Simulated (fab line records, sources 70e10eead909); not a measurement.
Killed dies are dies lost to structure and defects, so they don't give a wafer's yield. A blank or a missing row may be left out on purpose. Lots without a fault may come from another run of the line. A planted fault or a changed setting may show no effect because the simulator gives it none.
A struck lot beside a sound one | flow nand_harc | 39 steps out of a route of 1302
Sound: wafers L517.2, L517.5, L517.6. Struck: wafers L509.1, L509.2, L509.6. The cause comes at the end.
At each step with rows: each side's tool, then ch and its chambers, then its first start. Under that, the readings that differ: sound wafers | struck wafers | difference of the means | sigmas: that difference in standard deviations of wafers without a fault.
alike: readings whose means differ by less than 2 such deviations, and words and numbers that are the same on both sides. not compared: withheld readings, readings that some wafer has no value for, bounds like >300 that may hide the same value, and numbers for which the record gives no deviation and whose values overlap.
The two part at a step that has a row with sigmas, a row that says differs or no value, or rows on one side only. Numbers that don't overlap but have no deviation are shown without sigmas and don't part them. A reading that every wafer of one side lacks parts them only if that side has two wafers or more.

first, 1 step without rows for these wafers: NHARC_A_CHANNEL_FILL_D1_ALD_02 (deposits SiO2, target thk 6 nm, pulse time 10 s, ald cycles 60).
NHARC_A_CHANNEL_FILL_D1_ALD_03: deposits SiNx, target thk 6 nm, pulse time 60 s, ald cycles 58.
  sound on ald_sin_batch-03 ch 0; struck on ald_sin_batch-01 ch 0
  alike: chamber_pressure_Torr, precursor_pulse_height_rel
then, 1 step without rows for these wafers: NHARC_A_CHANNEL_FILL_D1_ALD_14 (deposits SiO2, target thk 2.5 nm, pulse time 10 s, ald cycles 25).
NHARC_A_CHANNEL_FILL_D1_ALD_15: deposits SiNx, target thk 2 nm, pulse time 60 s, ald cycles 19.
  sound on ald_sin_batch-01 ch 0; struck on ald_sin_batch-02 ch 0
  alike: chamber_pressure_Torr, precursor_pulse_height_rel
then, 3 steps without rows for these wafers: NHARC_A_CHANNEL_FILL_D1_ALD_16 (deposits SiO2, target thk 1.5 nm, pulse time 10 s, ald cycles 15); NHARC_A_CHANNEL_FILL_D1_ANNEAL_17 (time 1800 s); NHARC_A_CHANNEL_FILL_D1_CVD_18 (deposits poly-Si, target thk 3 nm).
NHARC_A_CHANNEL_FILL_D1_ETCHBACK_19: etches the open film in HBr/Cl2, target depth 5 nm, time 1.7 s.
  sound on rie_si-01 ch 0,1, day 18 16:34; struck on rie_si-01 ch 1,2, day 14 23:25
  alike: bias_w, chamber_pressure_mTorr, drypump_motor_current_A, he_backside_leak_sccm, oes_product_au, throttle_valve_pct
  not compared: rf_hours_counter_h
then, 1 step without rows for these wafers: NHARC_A_CHANNEL_FILL_D1_ETCHBACK_20 (etches the open film in C4F8/O2/Ar, target depth 27 nm, time 13.5 s).
NHARC_A_CHANNEL_FILL_D1_STRIP_28: strips in O2, time 20 s.
  sound on rie_diel-03 ch 1,3, day 18 16:49; struck on rie_diel-03 ch 0,1,3, day 14 23:38
  alike: chamber_pressure_mTorr, drypump_motor_current_A, mfc_ar_sccm, oes_product_au, rf_vpp_V, showerhead_plenum_p_Torr, throttle_valve_pct
  not compared: rf_hours_counter_h
then, 2 steps without rows for these wafers: NHARC_A_CHANNEL_FILL_D1_PRECLEAN_21 (cleans in dHF, time 30 s); NHARC_A_CHANNEL_FILL_D1_SRD_23.
NHARC_A_CHANNEL_FILL_D1_CVD_05: deposits poly-Si, target thk 5 nm.
  sound on lpcvd_poly-03 ch 0, day 18 19:22; struck on lpcvd_poly-03 ch 0, day 15 02:13
  alike: spike_tc_bottom_C, tube_center_temp_C
then, 3 steps without rows for these wafers: NHARC_A_CHANNEL_FILL_D1_ANNEAL_22 (time 7200 s); NHARC_A_CHANNEL_FILL_D1_ALD_25 (deposits SiOx, target thk 60 nm, pulse time 10 s, ald cycles 600); NHARC_A_CHANNEL_FILL_D1_ETCHBACK_08 (etches the open film in C4F8, target depth 220 nm, time 110 s).
NHARC_A_CHANNEL_FILL_D1_STRIP_29: strips in O2, time 20 s.
  sound on rie_diel-13 ch 0,1,2; struck on rie_diel-13 ch 1,2
  alike: chamber_pressure_mTorr, drypump_motor_current_A, mfc_ar_sccm, oes_product_au, rf_vpp_V, showerhead_plenum_p_Torr, throttle_valve_pct
  not compared: rf_hours_counter_h
then, 15 steps without rows for these wafers: NHARC_A_CHANNEL_FILL_D1_PRECLEAN_30 (cleans in dHF, time 30 s); NHARC_A_CHANNEL_FILL_D1_SRD_31; NHARC_A_CHANNEL_FILL_D1_CVD_09 (deposits poly-Si, target thk 150 nm, time 3000 s); NHARC_A_CHANNEL_FILL_D1_CMP_10 (polishes, target thk 150 nm); NHARC_A_CHANNEL_FILL_D1_SRD_12; NHARC_A_DECK1_JOINT_ETCHBACK_07 (etches the open film in HBr, target depth 105 nm, time 26.9 s); NHARC_A_DECK1_JOINT_ETCH_25 (etches SiO2 in dHF, target depth 0.5 nm); NHARC_A_DECK1_JOINT_ETCH_19 (etches poly-Si in TMAH, target depth 3 nm); NHARC_A_DECK1_JOINT_ETCH_18 (etches SiO2 in dHF, target depth 3 nm); NHARC_A_DECK1_JOINT_WET_08 (chemistry H3PO4, time 86 s); NHARC_A_DECK1_JOINT_ETCH_09 (etches SiO2 in dHF, target depth 5 nm); NHARC_A_DECK1_JOINT_WET_10 (chemistry H3PO4, time 86 s); NHARC_A_DECK1_JOINT_ETCH_11 (etches SiO2 in dHF, target depth 35 nm); NHARC_A_DECK1_JOINT_CVD_12 (deposits poly-Si, target thk 90 nm, time 1800 s); NHARC_A_DECK1_JOINT_CMP_13 (polishes, target thk 51.023 nm).
NHARC_A_DECK1_JOINT_THK_MEAS_14: measures by ellipsometry.
  sound on film_metro-02, day 20 02:50; struck on film_metro-02, day 16 09:57
  alike: thk_nm
then, 5 steps without rows for these wafers: NHARC_A_DECK1_JOINT_SRD_04; NHARC_A_DECK1_JOINT_ETCHBACK_00 (etches the open film in HBr, target depth 30 nm, time 17.4 s); NHARC_A_DECK1_JOINT_PRECLEAN_30 (cleans in SC1); NHARC_A_DECK1_JOINT_SRD_31; NHARC_A_DECK1_JOINT_CVD_34 (deposits SiNx, target thk 20 nm).
-- the record jumps here: 13 days lie between the struck wafers' starts before and after (it left off in module A_DECK1_JOINT and takes up again in module END, whose first step shown is number 1302 of the route) --
NHARC_END_SORT_01:
  the record has rows for the struck wafers here (prober-02 ch 0, day 29 15:32) and none for the sound ones

WHERE THEY PART
Only at NHARC_END_SORT_01, within this record.

WHY: what the simulator had put in
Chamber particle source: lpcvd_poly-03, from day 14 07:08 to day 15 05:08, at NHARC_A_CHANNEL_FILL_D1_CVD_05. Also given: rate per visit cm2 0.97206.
